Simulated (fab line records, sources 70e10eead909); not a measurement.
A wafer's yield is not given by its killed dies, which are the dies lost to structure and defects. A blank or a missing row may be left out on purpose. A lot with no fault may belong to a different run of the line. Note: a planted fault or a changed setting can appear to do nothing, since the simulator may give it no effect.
fab line records -- flow nandHarc -- part 2 of 2: steps 16 to 26 of 26
[record] lots = 5, wafers = 15, lastDay = 32
route steps=1302 shown A_CHANNEL_HOLE_D1@466 A_CHANNEL_FILL_D1@490
lots that met no fault: from a run of the same line without faults
startH: start of the lot's first displayed wafer, in hours after the record's first day -- waitH: time in hours since the lot's previous step -- " same as the row above -- L1.1+2: a single row standing in for several wafers -- - value missing, or start not given -- * or withheld: withheld -- < > ~ a bound
route shown NAME@n: NAME is a module with steps in the file, n the number in the route of the first one -- usual: the fault-free wafers' mean and standard deviation -- same: alike in all rows -- chamber/n: place in a boat -- sites: readings site by site -- _std_site: how widely they spread, as a standard deviation -- _edge_site: mean of outer sites minus mean of inner sites -- radiusMm: how far each site lies from the wafer's centre -- mask NAME#n: copy n -- behind: tool/chamber where the wafer was last shaped -- hold: the reason the lot was held/the length of the hold in hours/how it ended -- device: the n, p or np transistor that did not switch -- end of line: at the end of the route, the tests of the same wafers -- a step given without rows: its recipe and nothing more -- killed: dies that structure and defects cost at the first sort, which is not the same as the wafer's yield -- map: a wafer's dies, marking killed ones x, the rest . and places with no die _
set.NAME: setting as actually run; set.NAME@STEP: the setting as run at that earlier step -- model.NAME: the simulator's own value behind a step, which no gauge read
lots seen at some steps along the route; tables by step, rows by wafer
services: from which hour (startH, from the record's first day; less than 0 if before it) a tool's chamber was out of use, for how many hours, and why
[[steps]]
[step NHARC_A_CHANNEL_HOLE_D1_STRIP_42]
[recipe] cf4FlowSccm = 100, chf3FlowSccm = 30, arFlowSccm = 0, biasW = 0, chemistry = CF4/CHF3
lot.wafer,tool,chamber,startH,waitH
L074.1+4+5,rieDiel-10,"1,1,3",191.55,0.1
L082.4+1+5,rieDiel-10,"0,1,2",267.56,0.1
L085.4+5+6,rieDiel-12,"2,1,2",298.29,0.1
L088.3+2+4,rieDiel-12,"0,1,3",330.76,0.1
L095.3+2+6,rieDiel-10,"2,3,3",401.17,0.1
[step NHARC_A_CHANNEL_HOLE_D1_STRIP_43]
[recipe] o2FlowSccm = 400, cosFlowSccm = 20, arFlowSccm = 0, biasW = 0, chemistry = O2/COS
lot.wafer,tool,chamber,startH,waitH
L074.1+4+5,rieDiel-10,"0,3,0",191.62,0.1
L082.1+4+5,rieDiel-10,"1,2,0",267.63,0.1
L085.4+6+5,rieDiel-12,"0,0,1",298.35,0.1
L088.2+3+4,rieDiel-12,"3,0,1",330.82,0.1
L095.3+2+6,rieDiel-10,"0,2,3",401.23,0.1
[step NHARC_A_CHANNEL_HOLE_D1_ETCH_44]
[recipe] targetDepthA = 1400, overetchA = 140, timeS = 77, ionEnergyEv = 100, cf4FlowSccm = 80, o2FlowSccm = 20, arFlowSccm = 0, rfW = 300, biasW = 100, chemistry = CF4/O2
[usual] drypumpMotorCurrentA = 6.0/0.33, oes_ar_750_au = 1.000/0.0042, oesProductAu = 1.003/0.011, rfVppV = 198.1/1.5, showerheadPlenumPTorr = 1.35/0.061, throttleValvePct = 13.396/0.0088
lot.wafer,tool,chamber,startH,waitH,drypumpMotorCurrentA,oes_ar_750_au,oesProductAu,rfHoursCounterH,rfVppV,showerheadPlenumPTorr,throttleValvePct
L074.1,rieDiel-10,3,191.69,0.1,6.2,1.002,0.997,10,199.3,1.43,13.385
L074.4,rieDiel-10,1,191.69,0.1,5.9,1.004,0.991,-,198.7,1.35,13.397
L074.5,rieDiel-10,3,191.69,0.1,6.2,0.994,0.988,-,199.8,1.43,13.404
L082.4,rieDiel-10,2,267.68,0.0,6.3,0.997,1.024,1,194.6,1.26,13.407
L082.1,rieDiel-10,0,267.68,0.0,6.0,0.998,1.020,2,198.7,1.40,13.394
L082.5,rieDiel-10,2,267.68,0.0,6.3,1.009,1.017,-,198.1,1.26,13.405
L085.4,rieDiel-12,0,298.42,0.1,6.4,0.997,1.005,7,195.9,1.25,13.393
L085.6,rieDiel-12,3,298.42,0.1,6.3,1.001,1.004,-,196.6,1.36,13.381
L085.5,rieDiel-12,0,298.42,0.1,6.4,0.999,0.999,-,194.7,1.25,13.390
L088.2,rieDiel-12,3,330.91,0.1,6.3,0.996,1.005,21,199.2,1.35,13.402
L088.4,rieDiel-12,0,330.91,0.1,6.4,0.997,0.987,18,196.0,1.25,13.390
L088.3,rieDiel-12,2,330.91,0.1,5.8,0.995,1.007,20,197.4,1.33,13.412
L095.3,rieDiel-10,2,401.30,0.1,6.3,1.000,1.017,13,196.6,1.26,13.388
L095.2,rieDiel-10,3,401.30,0.1,6.2,1.004,0.998,13,200.0,1.43,13.399
L095.6,rieDiel-10,1,401.30,0.1,5.9,0.995,0.996,-,197.4,1.35,13.403
[step NHARC_A_CHANNEL_HOLE_D1_STRIP_27]
[recipe] o2FlowSccm = 500, arFlowSccm = 0, biasW = 0, chemistry = O2
[usual] drypumpMotorCurrentA = 6.0/0.32, oesProductAu = 1.005/0.011, rfVppV = 57.9/0.78, showerheadPlenumPTorr = 3.58/0.14, throttleValvePct = 17.036/0.0093
lot.wafer,tool,chamber,startH,waitH,drypumpMotorCurrentA,oesProductAu,rfHoursCounterH,rfVppV,showerheadPlenumPTorr,throttleValvePct
L074.1,rieDiel-10,0,-,-,6.1,1.006,9,56.9,3.69,17.054
L074.5,rieDiel-10,3,-,-,6.2,0.992,-,59.1,3.78,17.052
L074.4,rieDiel-10,1,-,-,6.0,0.995,-,57.5,3.57,17.030
L082.1,rieDiel-10,3,-,-,6.2,0.994,2,59.6,3.77,17.037
L082.4,rieDiel-10,0,-,-,6.0,1.036,2,58.3,3.69,17.037
L082.5,rieDiel-10,2,-,-,6.3,1.020,-,58.2,3.34,17.024
L085.4,rieDiel-12,1,-,-,6.1,1.005,9,58.1,3.55,17.048
L085.6,rieDiel-12,2,-,-,5.8,0.999,-,57.7,3.52,17.032
L085.5,rieDiel-12,3,-,-,6.3,0.996,-,58.1,3.59,17.034
L088.2,rieDiel-12,1,-,-,6.1,1.001,17,57.5,3.55,17.040
L088.3,rieDiel-12,2,-,-,5.8,1.004,20,57.0,3.52,17.029
L088.4,rieDiel-12,0,-,-,6.4,0.987,18,58.0,3.32,17.040
L095.3,rieDiel-10,2,-,-,6.3,1.014,13,56.2,3.33,17.045
L095.2,rieDiel-10,3,-,-,6.3,0.998,13,59.4,3.77,17.034
L095.6,rieDiel-10,1,-,-,5.9,0.998,-,59.0,3.56,17.025
[step NHARC_A_CHANNEL_HOLE_D1_PRECLEAN_28]
[recipe] timeS = *, tempC = 50, bathAgeMin = 0, chemistry = SC1
lot.wafer,tool,chamber,startH,waitH
L074.4+5+1,wetBench-05,"6,0,1",192.48,-
L082.1+4+5,wetBench-02,"2,4,5",268.35,-
L085.6+4+5,wetBench-05,"5,0,2",299.07,-
L088.2+3+4,wetBench-05,"7,1,2",331.58,-
L095.2+3+6,wetBench-02,"0,1,2",401.95,-
[step NHARC_A_CHANNEL_HOLE_D1_SRD_29]
lot.wafer,tool,chamber,startH,waitH
L074.4+5+1,wetBench-05,"6,0,1",-,-
L082.1+4+5,wetBench-02,"2,4,5",-,-
L085.6+4+5,wetBench-05,"5,0,2",-,-
L088.2+3+4,wetBench-05,"7,1,2",-,-
L095.2+3+6,wetBench-02,"0,1,2",402.01,0.1
[step NHARC_A_CHANNEL_HOLE_D1_CD_MEAS_30]
[usual] cdNm = 89.7/1.3
lot.wafer,tool,chamber,startH,waitH,cdNm
L074.1,cdSem-01,-,192.61,-,89.0
L074.4,cdSem-01,-,192.61,-,89.1
L074.5,cdSem-01,-,192.61,-,89.9
L082.1,cdSem-02,-,268.48,-,87.5
L082.4,cdSem-02,-,268.48,-,89.9
L082.5,cdSem-02,-,268.48,-,89.6
L085.4,cdSem-02,-,299.21,-,90.9
L085.5,cdSem-02,-,299.21,-,90.0
L085.6,cdSem-02,-,299.21,-,91.7
L088.2,cdSem-01,-,331.71,-,92.1
L088.3,cdSem-01,-,331.71,-,90.3
L088.4,cdSem-01,-,331.71,-,90.5
L095.2,cdSem-03,-,402.13,0.1,89.3
L095.3,cdSem-03,-,402.13,0.1,90.1
L095.6,cdSem-03,-,402.13,0.1,89.8
[step NHARC_A_CHANNEL_HOLE_D1_XSEM_31]
[recipe] landingEnergyEv = 35000
[usual] botCdNm = 74.2/1.3, bowNm = 8.6/0.31, tiltDeg = 0.07/0.033
lot.wafer,tool,chamber,startH,waitH,botCdNm,bowNm,tiltDeg
L074.1,xsem-01,0,192.70,0.1,73.9,8.5,-0.02
L074.4,xsem-01,0,192.70,0.1,74.4,8.5,-0.02
L074.5,xsem-01,0,192.70,0.1,74.8,8.6,-0.02
L082.1,xsem-02,0,268.57,0.1,73.6,8.1,0.09
L082.4,xsem-02,0,268.57,0.1,74.7,8.2,0.09
L082.5,xsem-02,0,268.57,0.1,74.3,8.1,0.09
L085.4,xsem-02,0,299.31,0.1,75.0,8.8,0.13
L085.5,xsem-02,0,299.31,0.1,73.6,8.8,0.13
L085.6,xsem-02,0,299.31,0.1,76.2,8.8,0.13
L088.2,xsem-02,0,331.81,0.1,76.0,8.8,0.03
L088.3,xsem-02,0,331.81,0.1,74.4,8.9,0.03
L088.4,xsem-02,0,331.81,0.1,74.2,8.9,0.03
L095.2,xsem-02,0,402.22,0.1,72.9,8.4,0.07
L095.3,xsem-02,0,402.22,0.1,73.5,8.4,0.07
L095.6,xsem-02,0,402.22,0.1,73.8,8.4,0.07
[step NHARC_A_CHANNEL_HOLE_D1_INSPECT_40]
[usual] rawDefectCount = 71/24
lot.wafer,tool,chamber,startH,waitH,rawDefectCount
L074.1,defectInspect-02,-,192.79,-,52
L074.4,defectInspect-02,-,192.79,-,43
L074.5,defectInspect-02,-,192.79,-,33
L082.1,defectInspect-02,-,268.67,-,97
L082.4,defectInspect-02,-,268.67,-,75
L082.5,defectInspect-02,-,268.67,-,93
L085.4,defectInspect-02,-,299.40,-,44
L085.5,defectInspect-02,-,299.40,-,48
L085.6,defectInspect-02,-,299.40,-,39
L088.2,defectInspect-02,-,331.90,-,74
L088.3,defectInspect-02,-,331.90,-,72
L088.4,defectInspect-02,-,331.90,-,51
L095.2,defectInspect-01,-,402.32,-,59
L095.3,defectInspect-01,-,402.32,-,80
L095.6,defectInspect-01,-,402.32,-,82
[step NHARC_A_CHANNEL_FILL_D1_PRECLEAN_00]
[recipe] timeS = *, tempC = 50, bathAgeMin = 0, chemistry = SC1
lot.wafer,tool,chamber,startH,waitH
L074.5+1+4,wetBench-01,"1,3,4",192.85,0.0
L082.5+1+4,wetBench-09,"1,3,5",268.73,0.1
L085.6+4+5,wetBench-01,"2,4,6",299.45,0.1
L088.2+3+4,wetBench-04,"1,2,3",331.95,0.0
L095.2+3+6,wetBench-01,"0,1,3",402.37,0.1
[step NHARC_A_CHANNEL_FILL_D1_SRD_01]
lot.wafer,tool,chamber,startH,waitH
L074.5+1+4,wetBench-01,"1,3,4",-,-
L082.5+1+4,wetBench-09,"1,3,5",268.79,0.0
L085.6+4+5,wetBench-01,"2,4,6",-,-
L088.2+3+4,wetBench-04,"1,2,3",-,-
L095.2+3+6,wetBench-01,"0,1,3",-,-
[[services]]
tool,chamber,startH,hours,kind
wetBench-09,-,175.57,1.0,repair
wetBench-09,-,176.80,8.0,pm
rieDiel-10,2,183.50,8.9,repair
rieDiel-12,1,187.16,4.0,repair
rieDiel-12,2,195.04,16.3,repair
rieDiel-12,0,195.35,17.2,repair
rieDiel-07,3,197.14,28.0,repair
rieDiel-10,2,201.88,16.8,repair
wetBench-04,-,227.20,8.0,pm
rieDiel-07,1,241.64,5.5,repair
rieDiel-10,-,242.74,9.0,pm
wetBench-02,-,244.03,8.0,pm
wetBench-05,-,266.57,8.0,pm
rieDiel-12,-,268.43,9.0,pm
wetBench-01,-,277.60,8.0,pm
harEtch-01,-,284.24,5.7,repair
rieDiel-12,-,286.44,1.5,repair
rieDiel-07,-,295.18,9.0,pm
rieDiel-07,-,311.87,0.1,repair
rieDiel-10,3,313.12,1.3,repair
rieDiel-07,0,339.05,9.1,repair
rieDiel-07,-,368.11,0.9,repair
harEtch-02,-,382.67,17.0,pm
rieDiel-10,2,393.87,4.1,repair
